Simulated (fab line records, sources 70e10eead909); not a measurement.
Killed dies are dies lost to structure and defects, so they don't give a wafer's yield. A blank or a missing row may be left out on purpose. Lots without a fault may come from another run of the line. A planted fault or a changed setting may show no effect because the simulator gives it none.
Chamber matching | flow nand_harc | NHARC_P_CONTACT_ALD_22 on ald_metal-03: 4 sister chambers
The step deposits TiN, target thk 3 nm, pulse time 1 s, ald cycles 150. 4 wafers are shown with their chamber, then 12 later ones without.

WAFERS WITH THEIR CHAMBER
wafer  | chamber | heater_power_w (W)
L086.6 | 1       | 1051
L089.3 | 2       | 1102
L089.5 | 0       | 1152
L089.6 | 3       | 1176

WAFERS WITHOUT THEIR CHAMBER
wafer  | heater_power_w (W)
L092.2 | 1043
L092.4 | 1113
L092.5 | 1168
L095.4 | 1156
L095.5 | 1107
L095.6 | 1062
L096.1 | 1040
L096.2 | 1173
L096.4 | 1190
L097.1 | 1141
L097.3 | 1108
L097.5 | 1189

WHICH CHAMBER EACH WENT THROUGH
wafer  | from the rows above     | in truth
L092.2 | 1                       | 1
L092.4 | 2                       | 2
L092.5 | can't be placed: 3 or 0 | 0
L095.4 | can't be placed: 0 or 3 | 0
L095.5 | 2                       | 2
L095.6 | 1                       | 1
L096.1 | 1                       | 1
L096.2 | can't be placed: 3 or 0 | 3
L096.4 | 3                       | 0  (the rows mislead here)
L097.1 | 0                       | 0
L097.3 | 2                       | 2
L097.5 | 3                       | 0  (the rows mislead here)
Placed correctly: 7 of 12. Can't be placed from these rows: 3 (the true chamber is among the candidates in 3). Placed wrongly: 2.
How it was worked out, from the rows above alone: a wafer's distance from a chamber is the root of the sum, over the readings, of the square of ((its reading less the chamber's mean) divided by the reading's scatter). The wafer belongs to the nearest chamber; if the next one is less than 2 further off, it can't be placed. A chamber's mean is the mean of its shown wafers. The scatter: with one shown wafer a chamber, the root of the mean of the squares of how far each hidden wafer lies from its nearest shown one.
